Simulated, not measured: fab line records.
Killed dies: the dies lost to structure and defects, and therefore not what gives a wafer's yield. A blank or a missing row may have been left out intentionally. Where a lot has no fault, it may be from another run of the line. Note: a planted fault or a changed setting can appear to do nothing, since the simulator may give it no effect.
fab line records | flow nand_harc | part 2 of 2: steps 39 to 39 of 39
record lots=7 | wafers=21 | last_day=24
route steps=1159 shown P_BONDPAD@366 A_START@389 A_ZERO_WELL@390 END@1159
lots untouched by any fault: they come from a run of this same line in which no faults occurred
start_h: start of the lot's first displayed wafer, in hours after the record's first day | wait_h: hours since the lot's step before | " identical to the entry in the row above | L1.1+2: a row that stands for several wafers | - no value, or no start given | * or withheld: withheld | < > ~ a bound
route shown NAME@n: NAME is a module with steps in the file, n the number in the route of the first one | usual: the fault-free wafers' mean and standard deviation | same: alike in all rows | chamber/n: place in a boat | sites: each site's reading | _std_site: the values' standard deviation | _edge_site: mean of outer sites minus mean of inner sites | radius_mm: for every site, how far away it sits from the centre of the wafer | mask NAME#n: copy n | behind: the last tool/chamber to shape the wafer | hold: the reason the lot was held/the length of the hold in hours/how it ended | device: whichever transistor did not switch (one of n, p or np) | end of line: tests of these same wafers at the route's end | a step with no rows: only its recipe | killed: dies that structure and defects cost at the first sort, which is not the same as the wafer's yield | map: dies across one wafer; x = killed, . = not, _ = none there
set.NAME: the setting as run; set.NAME@STEP: as run at that earlier step | model.NAME: the simulator's own value behind a step, which no gauge read
lots at selected steps of the route; one table per step, one row per wafer
services: from which hour (start_h, from the record's first day; less than 0 if before it) a tool's chamber was out of use, for how many hours, and why
## steps
# step NHARC_END_SORT_01
# recipe temp_c=25
# usual defect_limited_yield=95.2/1.4 | killed_at_array=28/8.9 | killed_at_other=0.8/1.2 | killed_at_periphery=3.3/2.3 | killed_dies=32/9.4 | killed_open=3.2/1.8 | killed_short=1.9/1.4 | sort_bin_2_pct=1.4/0.56 | sort_bin_3_pct=0.26/0.21 | sort_bin_4_pct=3.1/1 | sort_n_pass=645/9.4 | sort_rim_yield_pct=95.7/2.4 | sort_yield_pct=95.2/1.4
# same gross_dies=677 | sort_bin_5_pct[%]=0 | sort_bin_6_pct[%]=0 | sort_bin_7_pct[%]=0 | sort_bin_8_pct[%]=0 | sort_rim_n_gross=106.00
lot.wafer | tool      | chamber | start_h | wait_h | hold                     | defect_limited_yield[%] | killed_at_array | killed_at_other | killed_at_periphery | killed_dies | killed_open | killed_short | sort_bin_2_pct[%] | sort_bin_3_pct[%] | sort_bin_4_pct[%] | sort_n_pass | sort_rim_yield_pct[%] | sort_yield_pct[%]
L893.1    | prober-02 | 0       | 466.97  | 2.5    | await_dispo/5.6h/release | 0                       | 21              | 0               | 656                 | 677         | 2           | 4            | 96.8              | 0.30              | 3.0               | 0           | 0                     | 0
L893.4    | prober-02 | 0       | 469.40  | 3.4    | await_dispo/5.6h/release | 0.1                     | 19              | 1               | 656                 | 676         | 1           | 0            | 97.6              | 0                 | 2.2               | 1           | 0.9                   | 0.1
L893.5    | prober-02 | 0       | 470.21  | 3.7    | await_dispo/5.6h/release | 96.0                    | 19              | 1               | 7                   | 27          | 5           | 3            | 1.0               | 0                 | 3.0               | 650         | 94.3                  | 96.0
L896.2    | prober-02 | 0       | 495.57  | 2.8    | await_dispo/8.0h/release | 0.1                     | 26              | 0               | 650                 | 676         | 10          | 7            | 96.8              | 0.30              | 2.8               | 1           | 0.9                   | 0.1
L896.3    | prober-02 | 0       | 496.37  | 3.1    | await_dispo/8.0h/release | 95.1                    | 29              | 0               | 4                   | 33          | 3           | 1            | 2.4               | 0.15              | 2.4               | 644         | 91.5                  | 95.1
L896.5    | prober-02 | 0       | 497.98  | 3.7    | await_dispo/8.0h/release | 95.7                    | 23              | 0               | 6                   | 29          | 3           | 0            | 1.2               | 0                 | 3.1               | 648         | 96.2                  | 95.7
L895.1    | prober-02 | 0       | 502.59  | 2.5    | await_dispo/4.0h/release | 0                       | 34              | 0               | 643                 | 677         | 2           | 1            | 95.9              | 0.15              | 4.0               | 0           | 0                     | 0
L895.3    | prober-02 | 0       | 504.21  | 3.1    | await_dispo/4.0h/release | 95.4                    | 29              | 0               | 2                   | 31          | 1           | 2            | 0.9               | 0.30              | 3.4               | 646         | 94.3                  | 95.4
L895.6    | prober-02 | 0       | 506.64  | 4.0    | await_dispo/4.0h/release | 95.4                    | 27              | 1               | 3                   | 31          | 2           | 1            | 0.6               | 0                 | 4.0               | 646         | 93.4                  | 95.4
L903.3    | prober-01 | 0       | 519.12  | 3.1    | -                        | 95.1                    | 31              | 0               | 2                   | 33          | 3           | 2            | 1.0               | 0.59              | 3.2               | 644         | 94.3                  | 95.1
L903.5    | prober-01 | 0       | 520.70  | 3.7    | -                        | 96.5                    | 23              | 0               | 1                   | 24          | 4           | 1            | 1.0               | 0.30              | 2.2               | 653         | 94.3                  | 96.5
L903.6    | prober-01 | 0       | 521.49  | 4.0    | -                        | 94.7                    | 33              | 2               | 1                   | 36          | 4           | 2            | 1.3               | 0.30              | 3.7               | 641         | 99.1                  | 94.7
L905.2    | prober-01 | 0       | 533.84  | 2.8    | -                        | 93.2                    | 38              | 0               | 8                   | 46          | 4           | 2            | 1.6               | 0.74              | 4.4               | 631         | 99.1                  | 93.2
L905.3    | prober-01 | 0       | 534.65  | 3.1    | -                        | 94.5                    | 34              | 1               | 2                   | 37          | 3           | 1            | 1.8               | 0.15              | 3.5               | 640         | 98.1                  | 94.5
L905.5    | prober-01 | 0       | 536.26  | 3.7    | -                        | 94.2                    | 31              | 5               | 3                   | 39          | 1           | 4            | 1.3               | 0.59              | 3.8               | 638         | 98.1                  | 94.2
L908.2    | prober-01 | 0       | 552.73  | 2.8    | -                        | 95.4                    | 22              | 1               | 8                   | 31          | 3           | 4            | 1.5               | 0.59              | 2.5               | 646         | 94.3                  | 95.4
L908.3    | prober-01 | 0       | 553.53  | 3.1    | -                        | 95.7                    | 25              | 1               | 3                   | 29          | 2           | 3            | 0.9               | 0                 | 3.4               | 648         | 95.3                  | 95.7
L908.6    | prober-01 | 0       | 555.92  | 4.0    | -                        | 97.2                    | 13              | 0               | 6                   | 19          | 5           | 3            | 1.2               | 0                 | 1.6               | 658         | 96.2                  | 97.2
L911.2    | prober-01 | 0       | 585.59  | 2.8    | -                        | 96.8                    | 16              | 0               | 6                   | 22          | 5           | 2            | 0.9               | 0                 | 2.4               | 655         | 98.1                  | 96.8
L911.3    | prober-01 | 0       | 586.40  | 3.1    | -                        | 95.9                    | 23              | 2               | 3                   | 28          | 2           | 0            | 1.8               | 0.15              | 2.2               | 649         | 96.2                  | 95.9
L911.4    | prober-01 | 0       | 587.21  | 3.4    | -                        | 95.9                    | 27              | 0               | 1                   | 28          | 5           | 2            | 0.7               | 0.30              | 3.1               | 649         | 95.3                  | 95.9
# killed by level:class
L893.1 P_BONDPAD:area_ecd=649 A_CHANNEL_HOLE_D1:chamber_film_flake=10 A_ZERO_WELL:chamber_film_flake=5 A_STAIRCASE:chamber_film_flake=3 P_GATE:chamber_film_flake=2 P_GATE:geometric_particle:short=1 P_CONTACT:geometric_particle:short=1 A_CHANNEL_HOLE_D1:geometric_particle:short=1
L893.4 P_BONDPAD:area_ecd=654 A_CHANNEL_HOLE_D1:chamber_film_flake=14 P_GATE:chamber_film_flake=2 A_ZERO_WELL:chamber_film_flake=2 A_STAIRCASE:chamber_film_flake=2 A_SGD_CUT:geometric_particle:open=1 THIN_TSV:chamber_film_flake=1
L893.5 A_CHANNEL_HOLE_D1:chamber_film_flake=11 P_GATE:chamber_film_flake=6 A_CONTACT:geometric_particle:open=5 A_SGD_CUT:geometric_particle:short=1 A_CONTACT:geometric_particle:short=1 A_M0:geometric_particle:short=1 P_M0:chamber_film_flake=1 HYBRID_BOND:latent=1
L896.2 P_BONDPAD:area_ecd=642 A_CHANNEL_HOLE_D1:chamber_film_flake=10 P_M0:geometric_particle:open=3 P_GATE:geometric_particle:short=2 A_CHANNEL_FILL_D1:geometric_particle:short=2 A_WL_FILL:geometric_particle:open=2 A_ZERO_WELL:chamber_film_flake=2 P_CONTACT:geometric_particle:open=1
L896.3 A_CHANNEL_HOLE_D1:chamber_film_flake=19 A_STAIRCASE:chamber_film_flake=5 P_M0:chamber_film_flake=2 P_M0:geometric_particle:short=1 A_WL_FILL:geometric_particle:open=1 A_CONTACT:geometric_particle:open=1 A_BLC:geometric_particle:open=1 P_STI:chamber_film_flake=1
L896.5 A_CHANNEL_HOLE_D1:chamber_film_flake=18 P_ZERO_WELL:chamber_film_flake=2 A_CONTACT:chamber_film_flake=2 P_STI:geometric_particle:open=1 P_GATE:geometric_particle:open=1 A_CHANNEL_FILL_D1:geometric_particle:open=1 P_STI:chamber_film_flake=1 P_M0:chamber_film_flake=1
L895.1 P_BONDPAD:area_ecd=640 A_CHANNEL_HOLE_D1:chamber_film_flake=18 A_SLIT:chamber_film_flake=9 A_STAIRCASE:chamber_film_flake=4 A_CONTACT:geometric_particle:open=2 P_ZERO_WELL:chamber_film_flake=2 P_STI:geometric_particle:short=1 A_CONTACT:chamber_film_flake=1
L895.3 A_CHANNEL_HOLE_D1:chamber_film_flake=11 A_SLIT:chamber_film_flake=7 A_CONTACT:chamber_film_flake=5 A_ZERO_WELL:chamber_film_flake=2 A_STAIRCASE:chamber_film_flake=2 P_M0:geometric_particle:short=1 A_CHANNEL_FILL_D1:geometric_particle:open=1 A_CHANNEL_FILL_D1:geometric_particle:short=1
L895.6 A_CHANNEL_HOLE_D1:chamber_film_flake=13 A_SLIT:chamber_film_flake=6 A_STAIRCASE:chamber_film_flake=4 P_M0:geometric_particle:short=1 A_CHANNEL_HOLE_D1:geometric_particle:open=1 P_ZERO_WELL:chamber_film_flake=1 P_GATE:chamber_film_flake=1 STARTING-WAFER:geometric_particle:open=1
L903.3 A_CHANNEL_HOLE_D1:chamber_film_flake=18 A_CONTACT:chamber_film_flake=4 A_STAIRCASE:chamber_film_flake=3 A_M1:chamber_film_flake=2 P_CONTACT:geometric_particle:open=1 P_M0:geometric_particle:short=1 A_SOURCE_PLATE:geometric_particle:short=1 A_CONTACT:geometric_particle:open=1
L903.5 A_CHANNEL_HOLE_D1:chamber_film_flake=12 A_STAIRCASE:chamber_film_flake=3 A_CONTACT:geometric_particle:open=2 A_WL_FILL:chamber_film_flake=2 A_CONTACT:chamber_film_flake=2 P_GATE:geometric_particle:open=1 A_ONON_D1:geometric_particle:open=1 A_CONTACT:geometric_particle:short=1
L903.6 A_CHANNEL_HOLE_D1:chamber_film_flake=19 A_STAIRCASE:chamber_film_flake=7 A_CONTACT:chamber_film_flake=2 P_M0:geometric_particle:open=1 A_ONON_D1:geometric_particle:open=1 A_CHANNEL_FILL_D1:geometric_particle:short=1 A_WL_FILL:geometric_particle:short=1 A_CONTACT:geometric_particle:open=1
L905.2 A_CHANNEL_HOLE_D1:chamber_film_flake=24 P_GATE:chamber_film_flake=6 A_CONTACT:chamber_film_flake=4 A_ONON_D1:geometric_particle:short=2 A_STAIRCASE:chamber_film_flake=2 A_WL_FILL:chamber_film_flake=2 A_SOURCE_PLATE:geometric_particle:open=1 A_WL_FILL:geometric_particle:open=1
L905.3 A_CHANNEL_HOLE_D1:chamber_film_flake=22 A_STAIRCASE:chamber_film_flake=3 A_CONTACT:chamber_film_flake=3 A_WL_FILL:geometric_particle:open=2 A_CHANNEL_FILL_D1:geometric_particle:short=1 A_BLC:geometric_particle:open=1 P_STI:chamber_film_flake=1 P_GATE:chamber_film_flake=1
L905.5 A_CHANNEL_HOLE_D1:chamber_film_flake=22 THIN_TSV:chamber_film_flake=5 A_STAIRCASE:chamber_film_flake=3 P_GATE:chamber_film_flake=2 P_M0:geometric_particle:short=1 A_SOURCE_PLATE:geometric_particle:short=1 A_ONON_D1:geometric_particle:short=1 A_CHANNEL_HOLE_D1:geometric_particle:short=1
L908.2 A_CONTACT:chamber_film_flake=7 A_CHANNEL_HOLE_D1:chamber_film_flake=4 P_GATE:chamber_film_flake=3 A_STAIRCASE:chamber_film_flake=3 P_STI:chamber_film_flake=2 A_WL_FILL:chamber_film_flake=2 P_M0:geometric_particle:open=1 A_CHANNEL_HOLE_D1:geometric_particle:short=1
L908.3 A_CHANNEL_HOLE_D1:chamber_film_flake=8 A_CONTACT:chamber_film_flake=7 A_CHANNEL_FILL_D1:geometric_particle:short=3 A_STAIRCASE:chamber_film_flake=3 A_M0:geometric_particle:open=2 P_M1:chamber_film_flake=2 P_ZERO_WELL:chamber_film_flake=1 A_SLIT:chamber_film_flake=1
L908.6 A_CONTACT:chamber_film_flake=4 A_STAIRCASE:chamber_film_flake=3 P_M0:geometric_particle:open=2 P_M1:chamber_film_flake=2 A_CHANNEL_HOLE_D1:chamber_film_flake=2 P_M0:geometric_particle:short=1 P_M1:geometric_particle:open=1 A_CHANNEL_HOLE_D1:geometric_particle:short=1
L911.2 A_CHANNEL_HOLE_D1:chamber_film_flake=5 P_M0:geometric_particle:open=3 A_SGD_CUT:chamber_film_flake=3 A_CONTACT:chamber_film_flake=3 A_ZERO_WELL:chamber_film_flake=2 P_M0:geometric_particle:short=1 A_CHANNEL_FILL_D1:geometric_particle:short=1 A_CHANNEL_FILL_D1:geometric_particle:open=1
L911.3 A_SGD_CUT:chamber_film_flake=8 A_CHANNEL_HOLE_D1:chamber_film_flake=7 A_CONTACT:chamber_film_flake=5 STARTING-WAFER:geometric_particle:open=2 A_CHANNEL_FILL_D1:chamber_film_flake=2 P_ZERO_WELL:chamber_film_flake=1 P_STI:chamber_film_flake=1 P_GATE:chamber_film_flake=1
L911.4 A_SGD_CUT:chamber_film_flake=10 A_CHANNEL_HOLE_D1:chamber_film_flake=8 A_CONTACT:geometric_particle:open=3 A_SOURCE_PLATE:geometric_particle:open=1 A_SOURCE_PLATE:geometric_particle:short=1 A_WL_FILL:geometric_particle:open=1 A_M0:geometric_particle:short=1 P_ZERO_WELL:chamber_film_flake=1
# map L893.1 (x killed, . not)
____________x____________
_________xxxxxxx_________
_______xxxxxxxxxxx_______
______xxxxxxxxxxxxx______
_____xxxxxxxxxxxxxxx_____
____xxxxxxxxxxxxxxxxx____
____xxxxxxxxxxxxxxxxx____
___xxxxxxxxxxxxxxxxxxx___
___xxxxxxxxxxxxxxxxxxx___
__xxxxxxxxxxxxxxxxxxxxx__
__xxxxxxxxxxxxxxxxxxxxx__
_xxxxxxxxxxxxxxxxxxxxxxx_
_xxxxxxxxxxxxxxxxxxxxxxx_
_xxxxxxxxxxxxxxxxxxxxxxx_
_xxxxxxxxxxxxxxxxxxxxxxx_
_xxxxxxxxxxxxxxxxxxxxxxx_
xxxxxxxxxxxxxxxxxxxxxxxxx
xxxxxxxxxxxxxxxxxxxxxxxxx
xxxxxxxxxxxxxxxxxxxxxxxxx
xxxxxxxxxxxxxxxxxxxxxxxxx
xxxxxxxxxxxxxxxxxxxxxxxxx
_xxxxxxxxxxxxxxxxxxxxxxx_
_xxxxxxxxxxxxxxxxxxxxxxx_
_xxxxxxxxxxxxxxxxxxxxxxx_
_xxxxxxxxxxxxxxxxxxxxxxx_
_xxxxxxxxxxxxxxxxxxxxxxx_
__xxxxxxxxxxxxxxxxxxxxx__
__xxxxxxxxxxxxxxxxxxxxx__
___xxxxxxxxxxxxxxxxxxx___
___xxxxxxxxxxxxxxxxxxx___
____xxxxxxxxxxxxxxxxx____
____xxxxxxxxxxxxxxxxx____
_____xxxxxxxxxxxxxxx_____
______xxxxxxxxxxxxx______
_______xxxxxxxxxxx_______
_________xxxxxxx_________
____________x____________
# map L895.1 (x killed, . not)
____________x____________
_________xxxxxxx_________
_______xxxxxxxxxxx_______
______xxxxxxxxxxxxx______
_____xxxxxxxxxxxxxxx_____
____xxxxxxxxxxxxxxxxx____
____xxxxxxxxxxxxxxxxx____
___xxxxxxxxxxxxxxxxxxx___
___xxxxxxxxxxxxxxxxxxx___
__xxxxxxxxxxxxxxxxxxxxx__
__xxxxxxxxxxxxxxxxxxxxx__
_xxxxxxxxxxxxxxxxxxxxxxx_
_xxxxxxxxxxxxxxxxxxxxxxx_
_xxxxxxxxxxxxxxxxxxxxxxx_
_xxxxxxxxxxxxxxxxxxxxxxx_
_xxxxxxxxxxxxxxxxxxxxxxx_
xxxxxxxxxxxxxxxxxxxxxxxxx
xxxxxxxxxxxxxxxxxxxxxxxxx
xxxxxxxxxxxxxxxxxxxxxxxxx
xxxxxxxxxxxxxxxxxxxxxxxxx
xxxxxxxxxxxxxxxxxxxxxxxxx
_xxxxxxxxxxxxxxxxxxxxxxx_
_xxxxxxxxxxxxxxxxxxxxxxx_
_xxxxxxxxxxxxxxxxxxxxxxx_
_xxxxxxxxxxxxxxxxxxxxxxx_
_xxxxxxxxxxxxxxxxxxxxxxx_
__xxxxxxxxxxxxxxxxxxxxx__
__xxxxxxxxxxxxxxxxxxxxx__
___xxxxxxxxxxxxxxxxxxx___
___xxxxxxxxxxxxxxxxxxx___
____xxxxxxxxxxxxxxxxx____
____xxxxxxxxxxxxxxxxx____
_____xxxxxxxxxxxxxxx_____
______xxxxxxxxxxxxx______
_______xxxxxxxxxxx_______
_________xxxxxxx_________
____________x____________
## services
tool           | chamber | start_h | hours | kind
cmp-04         | -       | 145.92  | 1.5   | repair
rie_diel-06    | 0       | 146.73  | -     | clean
rie_diel-06    | 1       | 146.73  | -     | clean
rie_diel-06    | 2       | 146.73  | -     | clean
rie_diel-05    | 3       | 154.31  | 6.0   | repair
pvd_sputter-01 | -       | 158.01  | 10.0  | pm
rie_diel-06    | 3       | 161.44  | 8.4   | repair
rie_diel-05    | -       | 163.73  | 9.0   | pm
rie_diel-10    | -       | 176.50  | 9.0   | pm
ecd_cu-02      | -       | 180.00  | 8.0   | pm
cmp-01         | -       | 202.09  | 4.0   | pm
cmp-04         | -       | 203.10  | 4.0   | pm
rie_diel-05    | 3       | 211.75  | 6.3   | repair
cmp-01         | -       | 213.67  | 1.9   | repair
pvd_sputter-02 | -       | 214.00  | 10.0  | pm
cmp-04         | -       | 223.38  | 0.7   | repair
cmp-02         | -       | 226.50  | 4.0   | pm
pvd_sputter-02 | -       | 226.61  | 1.8   | repair
ecd_cu-02      | -       | 237.12  | 0.4   | repair
rie_diel-05    | 3       | 238.27  | 3.0   | repair
rie_diel-06    | -       | 241.20  | 9.0   | pm
ecd_cu-01      | -       | 244.70  | 3.8   | repair
pvd_sputter-01 | -       | 251.84  | 2.1   | repair
pvd_sputter-01 | -       | 254.84  | 3.1   | repair
## key
first_sign step=NHARC_END_SORT_01 | reading=killed_at_periphery | direction=up | sigmas=99+ | usual=3.3 | struck=651.2
effect step=NHARC_END_SORT_01 | reading=sort_bin_2_pct | direction=up | sigmas=99+ | usual=1.4 | struck=96.8
more_kills_born_at NHARC_P_BONDPAD_ECD_18@ecd_cu-02=2585
met_at NHARC_P_BONDPAD_ECD_18
struck_wafers L893.1,L893.4,L895.1,L896.2
later_rows_left_out L893.1,L893.4,L895.1,L896.2
fault kind=process_parameter_drift | tool=ecd_cu-02 | chamber=- | onset_h=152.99 | steps=NHARC_P_BONDPAD_ECD_18 | channel=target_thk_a | offset=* | shape=step | end_h=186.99 | scope=struck_wafers_only | acts_in=* | stated=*
# later_rows_left_out: the simulator's readings of these wafers behind a module that went badly wrong aren't trusted and aren't shown, but for the sort
